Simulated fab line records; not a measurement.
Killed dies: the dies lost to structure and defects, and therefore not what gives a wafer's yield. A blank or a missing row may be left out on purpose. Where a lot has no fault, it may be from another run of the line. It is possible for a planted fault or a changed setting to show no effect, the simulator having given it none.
fab line records | flow n5-finfet
[record] lots = 5 wafers = 15 last-day = 18
route steps=1938 shown BEOL_M9@1407 PASSIVATION@1936
lots that met no fault: taken from a fault-free run of the same line
start-h: start of the lot's first displayed wafer, in hours after the record's first day | wait-h: time in hours since the lot's previous step | " the same as in the row above | L1.1+2: one row covering several wafers at once | - either no value or no given start | * or withheld: withheld | < > ~ a bound
route shown NAME@n: NAME is a module with steps in the file, n the number in the route of the first one | usual: average and standard deviation across the fault-free wafers | same: alike in all rows | chamber/n: place in a boat | sites: the reading at each site | _std_site: their standard deviation | _edge_site: inner sites' mean taken away from outer sites' mean | radius-mm: how far each site lies from the wafer's centre | mask NAME#n: copy n | behind: the last tool/chamber to shape the wafer | hold: why the lot went on hold/how many hours it stayed there/how the hold came to an end | device: the transistor (n, p or np) that didn't switch | end of line: the route-end tests of the same wafers | for a step that has no rows: nothing shown but its recipe | killed: dies that structure and defects cost at the first sort, which is not the same as the wafer's yield | map: dies across one wafer; x = killed, . = not, _ = none there
set.NAME: the setting the step ran with; set.NAME@STEP: the setting that earlier step ran with | model.NAME: the simulator's own value behind a step, which no gauge read
lots at selected steps of the route; one table per step, one row per wafer
services: when a tool's chamber went out of use (start-h, in hours from the record's first day, below 0 if earlier), for how many hours, and the reason
[[steps]]
[step N5_BEOL_M9_COAT_60]
[recipe] resist = SiARC temp-c = 220 time-s = 60 spin-rpm = 1500 resist-thk-nm = 30
[step N5_BEOL_M9_COAT_05]
[recipe] resist = CAR-ArF spin-rpm = 1500 resist-thk-nm = 90
[step N5_BEOL_M9_EBR_07]
[recipe] solvent = PGMEA ebr-width-mm = 1.5
[step N5_BEOL_M9_SOFTBAKE_06]
[recipe] temp-c = 110 time-s = 60 resist = CAR-ArF
[step N5_BEOL_M9_EXPOSE_08]
[recipe] mask-id = M9 na = 1.35 source-shape = dipole sigma-inner = 0.411 sigma-outer = 0.611 polarization = te dose-mj = 53.75
[step N5_BEOL_M9_PEB_09]
[recipe] peb-temp-c = withheld peb-time-s = 60 resist = CAR-ArF
[step N5_BEOL_M9_DEVELOP_10]
[recipe] develop-time-s = 30 developer = TMAH resist = CAR-ArF rinse-liquid = diw dry = air-spin dev-temp-c = 23
[step N5_BEOL_M9_CD_MEAS_11]
[recipe] target-cd-nm = 64.1 landing-energy-ev = 500 detector = se-inlens polarity = opening
[usual] cd-nm = 64.3/0.47
// columns lot.wafer tool chamber start-h wait-h cd-nm
L925.1 cd-sem-01 0 240.29 - 63.5
L925.3 " 0 " " 63.9
L925.4 " 0 " " 63.8
L928.1 cd-sem-02 0 259.69 - 64.3
L928.5 " 0 " " 64.0
L928.6 " 0 " " 65.0
L938.1 cd-sem-02 0 342.14 - 64.2
L938.2 " 0 " " 64.5
L938.5 " 0 " " 64.1
L942.3 cd-sem-01 0 355.51 - 64.6
L942.4 " 0 " " 64.3
L942.6 " 0 " " 64.5
L944.1 cd-sem-03 0 365.98 - 64.3
L944.2 " 0 " " 63.5
L944.3 " 0 " " 64.0
[step N5_BEOL_M9_OVL_MEAS_12]
[recipe] points-per-wafer = 44
[usual] M9_OVL = 0.2/0.62
// columns lot.wafer tool chamber start-h wait-h M9_OVL[nm]
L925.1 overlay-02 0 240.32 0.0 -0.7
L925.3 " 0 " " -1.1
L925.4 " 0 " " -0.6
L928.1 overlay-01 0 259.72 0.0 -0.7
L928.5 " 0 " " -0.4
L928.6 " 0 " " 0.0
L938.1 overlay-01 0 342.17 0.0 -1.2
L938.2 " 0 " " 0.0
L938.5 " 0 " " 0.1
L942.3 overlay-02 0 355.53 0.0 0.6
L942.4 " 0 " " -0.9
L942.6 " 0 " " 0.0
L944.1 overlay-01 0 366.01 0.0 -0.6
L944.2 " 0 " " 0.7
L944.3 " 0 " " -0.5
[step N5_BEOL_M9_INSPECT_13]
[recipe] mode = adi inspect-instrument = brightfield
[usual] raw-defect-count = 422/94
// columns lot.wafer tool chamber start-h wait-h raw-defect-count
L925.1 defect-inspect-02 - 240.35 0.0 395
L925.3 " - " " 441
L925.4 " - " " 373
L928.1 defect-inspect-02 - 259.74 0.0 474
L928.5 " - " " 544
L928.6 " - " " 427
L938.1 defect-inspect-02 - 342.20 0.0 558
L938.2 " - " " 584
L938.5 " - " " 387
L942.3 defect-inspect-01 - 355.56 0.0 341
L942.4 " - " " 405
L942.6 " - " " 284
L944.1 defect-inspect-01 - 366.05 0.0 425
L944.2 " - " " 272
L944.3 " - " " 393
[step N5_BEOL_M9_DESCUM_16]
[recipe] chemistry = O2 time-s = 7.9 source-power-w = 50 bias-power-w = 20 pressure-mtorr = 20 rf-frequency-hz = 2.712e+07 temp-c = 40 resist = CAR-ArF o2-flow-sccm = 225
[usual] drypump-motor-current-A = 5.4/0.34 oes-product-au = 0.80/0.088 rf-vpp-V = 243.2/1.4 showerhead-plenum-p-Torr = 2.10/0.071 temp-c = 40.01/0.11 throttle-valve-pct = 20.43/0.23
// columns lot.wafer tool chamber start-h wait-h drypump-motor-current-A oes-product-au rf-hours-counter-h rf-vpp-V showerhead-plenum-p-Torr temp-c throttle-valve-pct
L925.1 rie-diel-06 2 240.38 0.0 5.4 0.96 2 244.9 2.24 39.93 20.39
L925.3 " 0 " " 5.3 0.73 167 242.4 2.09 40.07 20.86
L925.4 " 0 " " 5.3 0.74 - 244.3 2.09 39.93 20.87
L928.1 rie-diel-02 2 260.07 0.3 6.0 0.72 185 241.9 2.08 40.10 20.51
L928.5 " 2 " " 6.0 0.72 - 242.4 2.07 40.06 20.51
L928.6 " 3 " " 5.2 0.70 - 242.2 2.06 39.83 20.25
L938.1 rie-diel-06 0 342.28 0.1 5.3 0.72 197 243.4 2.08 40.09 20.92
L938.2 " 2 " " 5.4 0.90 28 244.7 2.23 40.03 20.42
L938.5 " 2 " " 5.4 0.89 - 245.1 2.23 40.10 20.42
L942.3 rie-diel-02 3 355.61 0.0 5.2 0.98 - 242.7 2.05 40.12 19.94
L942.4 " 0 " " 5.4 0.74 - 241.4 2.01 39.95 20.49
L942.6 " 0 " " 5.4 0.74 - 242.7 2.01 39.79 20.51
L944.1 rie-diel-04 0 366.28 0.2 5.1 0.87 54 243.2 2.03 39.95 20.58
L944.2 " 2 " " 5.8 0.89 41 244.9 2.22 39.98 20.49
L944.3 " 1 " " 5.2 0.72 192 243.5 2.08 40.08 20.26
[step N5_BEOL_M9_ETCH_61]
[recipe] chemistry = CF4 target = SiARC target-depth-a = 390 mask-material = CAR-ArF time-s = 65 ion-energy-ev = 80 pressure-mtorr = 40 source-w = 545 bias-w = 36 Ar_flow_sccm = 100 cf4-flow-sccm = 100 ends = cleared
[usual] drypump-motor-current-A = 5.4/0.34 etch-rf-on-time-s = 64.7/1.1 oes-product-au = 0.69/0.075 rf-vpp-V = 184.0/1.2 showerhead-plenum-p-Torr = 2.14/0.069 throttle-valve-pct = 15.60/0.23
// columns lot.wafer tool chamber start-h wait-h drypump-motor-current-A etch-rf-on-time-s oes-product-au rf-hours-counter-h rf-vpp-V showerhead-plenum-p-Torr throttle-valve-pct
L925.1 rie-diel-06 2 240.42 0.0 5.4 63.8 0.83 2 185.8 2.28 15.47
L925.3 " 0 " " 5.3 65.2 0.63 167 184.9 2.14 16.00
L925.4 " 0 " " 5.3 65.4 0.63 - 182.9 2.14 16.01
L928.1 rie-diel-02 2 260.10 0.0 6.0 65.2 0.62 185 183.5 2.13 15.75
L928.5 " 2 " " 6.0 65.8 0.62 - 184.0 2.13 15.75
L928.6 " 3 " " 5.2 66.3 0.58 - 183.8 2.11 15.54
L938.1 rie-diel-06 0 342.31 0.0 5.2 64.9 0.62 197 184.1 2.13 16.06
L938.2 " 2 " " 5.4 64.5 0.76 28 186.8 2.27 15.53
L938.5 " 2 " " 5.4 65.0 0.76 - 186.9 2.27 15.54
L942.3 rie-diel-02 3 355.67 0.0 5.2 64.3 0.83 - 184.8 2.10 15.08
L942.4 " 0 " " 5.4 63.8 0.64 - 181.7 2.06 15.67
L942.6 " 0 " " 5.4 63.9 0.64 - 183.2 2.06 15.68
L944.1 rie-diel-04 0 366.32 0.0 5.1 63.8 0.74 54 182.2 2.08 15.68
L944.2 " 2 " " 5.8 63.7 0.77 41 184.3 2.27 15.64
L944.3 " 1 " " 5.1 64.2 0.61 192 182.8 2.13 15.45
[step N5_BEOL_M9_ETCH_62]
[recipe] chemistry = N2/H2 target = SOC target-depth-a = 1100 overetch-a = 220 mask-material = SiARC temp-c = 40 time-s = 165 ion-energy-ev = 200 pressure-mtorr = 30 source-w = 840 bias-w = 150 n2-flow-sccm = 200 h2-flow-sccm = 200
[usual] drypump-motor-current-A = 5.4/0.34 oes-product-au = 0.68/0.071 rf-vpp-V = 524.1/2.5 showerhead-plenum-p-Torr = 2.55/0.087 temp-c = 40.00/0.11 throttle-valve-pct = 17.84/0.2
// columns lot.wafer tool chamber start-h wait-h drypump-motor-current-A oes-product-au rf-hours-counter-h rf-vpp-V showerhead-plenum-p-Torr temp-c throttle-valve-pct model.SiARC_of_BEOL_M9_COAT_60.thk-nm
L925.1 rie-diel-06 2 240.47 0.0 5.4 0.81 2 527.6 2.72 39.86 17.74 23.4
L925.3 " 0 " " 5.3 0.63 167 523.2 2.53 40.02 18.13 23.6
L925.4 " 0 " " 5.3 0.63 - 523.5 2.53 39.82 18.12 23.6
L928.1 rie-diel-02 2 260.15 0.0 6.0 0.61 185 523.2 2.53 40.09 17.97 23.6
L928.5 " 2 " " 6.0 0.61 - 523.0 2.53 40.02 17.97 23.8
L928.6 " 3 " " 5.2 0.60 - 523.5 2.51 40.01 17.75 24
L938.1 rie-diel-06 0 342.36 0.0 5.3 0.61 197 523.1 2.52 39.94 18.17 23.6
L938.2 " 2 " " 5.4 0.75 28 528.6 2.71 39.97 17.79 23.6
L938.5 " 2 " " 5.4 0.72 - 528.2 2.71 40.04 17.77 23.2
L942.3 rie-diel-02 3 355.79 0.1 5.2 0.82 - 522.8 2.50 40.06 17.38 23.4
L942.4 " 0 " " 5.4 0.63 - 520.3 2.43 39.97 17.92 23.4
L942.6 " 0 " " 5.4 0.63 - 521.0 2.43 39.92 17.93 23.4
L944.1 rie-diel-04 0 366.37 0.0 5.1 0.72 54 523.9 2.47 40.04 17.99 23.4
L944.2 " 2 " " 5.8 0.74 41 528.3 2.70 40.16 17.93 23.4
L944.3 " 1 " " 5.2 0.60 192 521.5 2.53 39.91 17.66 23.4
[step N5_BEOL_M9_STRIP_68]
[recipe] chemistry = N2/H2 temp-c = 40 n2-flow-sccm = 200 h2-flow-sccm = 200 rf-frequency-hz = 6e+07
[step N5_BEOL_M9_STRIP_67]
[recipe] chemistry = CF4 resist = SiARC power-w = 300 bias-power-w = 75 pressure-mtorr = 50 cf4-flow-sccm = 150 rf-frequency-hz = 6e+07
[usual] drypump-motor-current-A = 5.4/0.34 oes-product-au = 0.80/0.083 rf-vpp-V = 271.2/1.4 showerhead-plenum-p-Torr = 1.80/0.057 throttle-valve-pct = 13.56/0.24
// columns lot.wafer tool chamber start-h wait-h drypump-motor-current-A oes-product-au rf-hours-counter-h rf-vpp-V showerhead-plenum-p-Torr throttle-valve-pct
L925.1 rie-diel-06 2 240.61 0.0 5.4 0.96 2 274.2 1.90 13.37
L925.3 " 0 " " 5.3 0.74 167 270.3 1.79 13.97
L925.4 " 0 " " 5.3 0.74 - 272.0 1.79 13.98
L928.1 rie-diel-02 2 260.30 0.0 6.0 0.73 185 271.6 1.79 13.75
L928.5 " 2 " " 6.0 0.73 - 269.2 1.79 13.75
L928.6 " 3 " " 5.2 0.71 - 271.8 1.77 13.55
L938.1 rie-diel-06 0 342.51 0.0 5.3 0.72 197 272.0 1.78 14.04
L938.2 " 2 " " 5.4 0.89 29 272.2 1.90 13.46
L938.5 " 2 " " 5.4 0.89 - 273.0 1.90 13.44
L942.3 rie-diel-02 3 355.95 0.0 5.2 0.96 - 270.7 1.76 13.04
L942.4 " 0 " " 5.4 0.75 - 269.4 1.72 13.63
L942.6 " 0 " " 5.4 0.75 - 270.1 1.72 13.61
L944.1 rie-diel-04 0 366.52 0.0 5.1 0.86 54 270.0 1.75 13.59
L944.2 " 2 " " 5.8 0.88 42 272.4 1.89 13.57
L944.3 " 1 " " 5.2 0.71 192 270.2 1.78 13.47
[step N5_BEOL_M9_HM_OPEN_17]
[recipe] chemistry = Cl2/BCl3 target-depth-a = 200 overetch-a = 60 target = TiN mask-material = SOC ion-energy-ev = 150 pressure-mtorr = 10 icp-w = 1000 bias-w = 126 Cl2_flow_sccm = 53.25 bcl3-flow-sccm = 21.75 Ar_flow_sccm = 25
[usual] drypump-motor-current-A = 5.98/0.23 he-backside-leak-sccm = 3.33/0.17 oes-product-au = 0.67/0.087 throttle-valve-pct = 22.14/0.14
// columns lot.wafer tool chamber start-h wait-h drypump-motor-current-A he-backside-leak-sccm oes-product-au rf-hours-counter-h throttle-valve-pct model.etch.depth-nm
L925.1 rie-metal-02 1 240.65 0.0 5.52 3.20 0.70 23 22.12 20.16
L925.3 " 1 " " 5.51 3.13 0.70 - 22.12 20.05
L925.4 " 0 " " 5.98 3.27 0.74 - 22.15 20.16
L928.1 rie-metal-01 0 260.34 0.0 6.28 3.44 0.56 93 22.15 20
L928.5 " 1 " " 5.88 3.36 0.54 - 22.25 19.71
L928.6 " 0 " " 6.27 3.41 0.56 - 22.12 19.91
L938.1 rie-metal-01 0 342.55 0.0 6.29 3.59 0.54 100 22.16 19.74
L938.2 " 1 " " 5.84 3.26 0.81 3 21.96 19.88
L938.5 " 0 " " 6.29 3.45 0.54 - 22.20 18.91
L942.3 rie-metal-01 1 356.02 0.1 5.88 3.33 0.79 - 21.99 19.86
L942.4 " 0 " " 6.29 3.72 0.55 - 22.16 20.06
L942.6 " 0 " " 6.29 3.55 0.54 - 22.15 19.74
L944.1 rie-metal-03 1 366.56 0.0 5.79 3.33 0.69 24 21.95 19.58
L944.2 " 0 " " 6.09 3.09 0.69 24 22.37 19.82
L944.3 " 1 " " 5.82 3.17 0.69 - 21.97 19.86
[step N5_BEOL_M9_STRIP_19]
[recipe] chemistry = O2 power-w = 400 temp-c = 40 pressure-mtorr = 30 rf-frequency-hz = 6e+07 bias-power-w = 0 overash-fraction = 0.2 o2-flow-sccm = 225
[usual] drypump-motor-current-A = 5.5/0.34 oes-product-au = 0.81/0.088 rf-vpp-V = 3.6/0.65 showerhead-plenum-p-Torr = 2.10/0.069 temp-c = 40.00/0.12 throttle-valve-pct = 16.65/0.22
// columns lot.wafer tool chamber start-h wait-h drypump-motor-current-A oes-product-au rf-hours-counter-h rf-vpp-V showerhead-plenum-p-Torr temp-c throttle-valve-pct
L925.1 rie-diel-04 1 240.87 0.2 5.2 0.75 154 3.5 2.10 39.80 16.47
L925.3 " 0 " " 5.1 0.94 17 4.2 2.05 40.02 16.71
L925.4 " 1 " " 5.2 0.75 - 3.6 2.10 40.05 16.46
L928.1 rie-diel-06 0 260.49 0.1 5.2 0.72 176 4.1 2.09 40.18 17.11
L928.5 " 0 " " 5.2 0.74 - 4.2 2.09 40.09 17.09
L928.6 " 3 " " 5.9 0.91 - 5.4 2.05 39.68 16.57
L938.1 rie-diel-02 2 342.87 0.3 6.1 0.69 210 3.7 2.07 39.92 16.79
L938.2 " 0 " " 5.4 0.74 152 3.2 2.01 40.09 16.74
L938.5 " 2 " " 6.0 0.71 - 3.1 2.07 39.98 16.79
L942.3 rie-diel-04 3 356.11 0.1 5.6 0.82 107 3.6 2.03 40.19 16.41
L942.4 " 2 " " 5.8 0.90 38 2.7 2.23 39.95 16.70
L942.6 " 1 " " 5.2 0.72 - 4.4 2.09 39.86 16.55
L944.1 rie-diel-02 1 366.69 0.1 5.8 0.89 27 3.2 2.13 39.90 16.29
L944.2 " 0 " " 5.4 0.73 163 2.7 2.01 39.95 16.76
L944.3 " 0 " " 5.4 0.74 - 3.0 2.01 40.17 16.75
[step N5_PASSIVATION_PROBE_49]
[usual] defect-limited-yield = 91.2/1.2 killed_at_M0_to_M3 = 34/9.9 killed_at_M4_up = 14/5.7 killed-at-contacts = 13/6.3 killed-at-front-end = 39/9.9 killed-at-other = 3.7/2.8 killed-dies = 104/15 killed-open = 68/12 killed-short = 34/6.7 sort_bin_5_function = 5.2/0.9 sort_bin_6_memory = 3.3/0.57 sort-n-pass = 1076/15 sort-yield-pct = 91.2/1.2
[same] gross-dies = 1180 killed-at-back-side = 0 sort_bin_4_leakage[%] = 0 sort_bin_8_speed[%] = 0
// columns lot.wafer tool chamber start-h wait-h defect-limited-yield[%] killed_at_M0_to_M3 killed_at_M4_up killed-at-contacts killed-at-front-end killed-at-other killed-dies killed-open killed-short sort_bin_5_function[%] sort_bin_6_memory[%] sort-n-pass sort-yield-pct[%]
L928.1 prober-01 - 318.23 0.0 90.4 30 28 4 49 2 113 70 41 5.3 4.2 1067 90.4
L928.5 prober-01 - 318.43 0.2 92.6 33 14 11 28 1 87 57 30 4.3 2.9 1093 92.6
L928.6 prober-01 - 318.48 0.3 91.7 30 34 7 24 3 98 59 36 4.7 3.4 1082 91.7
L938.1 prober-01 - 405.16 0.0 90.6 42 11 19 33 6 111 80 30 5.5 3.7 1069 90.6
L938.2 prober-01 - 405.21 0.1 91.3 39 23 11 22 8 103 67 32 5.1 3.3 1077 91.3
L938.5 prober-01 - 405.36 0.2 90.8 43 19 19 24 4 109 68 39 5.7 3.1 1071 90.8
// killed by level:class
L928.1 BEOL_M4:geometric-particle:open=13 FIN_SAQP:geometric-particle:open=11 FIN_SAQP:geometric-particle:short=8 DUMMY_GATE:geometric-particle:open=8 BEOL_M2:geometric-particle:open=6 STI_FIN_REVEAL:geometric-particle:open=5 GATE_CUT:geometric-particle:short=5 BEOL_M1:geometric-particle:open=5
L928.5 BEOL_M1:geometric-particle:open=10 BEOL_M2:geometric-particle:open=10 MOL_CONTACT_COAG:geometric-particle:open=8 FIN_SAQP:geometric-particle:open=6 STI_FIN_REVEAL:geometric-particle:open=6 BEOL_M0_SAQP:geometric-particle:short=4 FIN_SAQP:geometric-particle:short=3 SPACER0:geometric-particle:short=3
L928.6 BEOL_M4:geometric-particle:open=22 BEOL_M1:geometric-particle:open=7 BEOL_M0_SAQP:geometric-particle:short=5 BEOL_M1:geometric-particle:short=5 BEOL_M2:geometric-particle:open=5 BEOL_M4:geometric-particle:short=5 BEOL_M0_SAQP:geometric-particle:open=4 MOL_CONTACT_COAG:geometric-particle:open=4
L938.1 MOL_CONTACT_COAG:geometric-particle:open=16 FIN_SAQP:geometric-particle:open=12 BEOL_M0_SAQP:geometric-particle:open=9 BEOL_M3:geometric-particle:open=7 BEOL_M1:geometric-particle:open=6 BEOL_M3:geometric-particle:short=6 FIN_SAQP:geometric-particle:short=5 BEOL_M2:geometric-particle:open=4
L938.2 MOL_CONTACT_COAG:geometric-particle:open=9 BEOL_M1:geometric-particle:open=8 BEOL_M2:geometric-particle:open=7 BEOL_M2:geometric-particle:short=7 BEOL_M0_SAQP:geometric-particle:open=6 BEOL_M3:geometric-particle:open=6 BEOL_M6:geometric-particle:open=6 GATE_CUT:geometric-particle:short=5
L938.5 MOL_CONTACT_COAG:geometric-particle:open=14 BEOL_M3:geometric-particle:open=13 BEOL_M2:geometric-particle:open=10 BEOL_M0_SAQP:geometric-particle:short=9 GATE_CUT:geometric-particle:short=8 BEOL_M0_SAQP:geometric-particle:open=5 MOL_CONTACT_COAG:geometric-particle:short=4 BEOL_M4:geometric-particle:open=4
[[services]]
// columns tool chamber start-h hours kind
rie-diel-04 2 219.67 1.4 repair
rie-metal-03 - 232.10 5.1 repair
rie-diel-04 2 236.89 15.1 repair
rie-diel-02 1 242.96 - clean
rie-diel-02 1 242.96 - consumable-replace:focus-ring
rie-diel-02 1 242.96 20.4 scheduled-down
rie-diel-02 1 242.96 20.4 vent-cycle
rie-metal-02 - 246.04 2.8 pm
rie-diel-06 2 250.86 1.7 repair
rie-diel-02 - 260.37 0.3 repair
rie-diel-06 2 282.66 7.5 repair
rie-metal-03 0 292.78 9.7 repair
rie-metal-01 1 294.48 - clean
rie-metal-01 1 294.48 18.5 scheduled-down
rie-diel-02 3 329.50 - clean
rie-diel-02 3 329.50 - consumable-replace:focus-ring
rie-diel-02 3 329.50 18.3 scheduled-down
rie-diel-02 3 329.50 18.3 vent-cycle
rie-diel-06 1 339.21 2.5 repair
rie-diel-02 1 348.12 7.7 repair
rie-diel-02 2 349.12 38.4 repair
rie-metal-02 1 350.56 29.3 repair
rie-diel-02 3 363.86 10.7 repair
rie-diel-06 0 365.39 13.1 repair
[[key]]
first-sign none at tools or gauges
[model-effect] step = N5_BEOL_M9_ETCH_62 value = SiARC_of_BEOL_M9_COAT_60.thk-nm without = 23.6 struck = 23.2
[model-effect] step = N5_BEOL_M9_HM_OPEN_17 value = etch.depth-nm without = 19.7 struck = 18.91
met-at N5_BEOL_M9_ETCH_62
struck-wafers L938.5
onset-between 240.47 342.36
[fault] kind = process-parameter-drift tool = rie-diel-06 chamber = - onset-h = 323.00 steps = N5_BEOL_M9_ETCH_62 channel = time-s offset = * shape = step end-h = 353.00 scope = struck-wafers-only acts-in = * stated = *
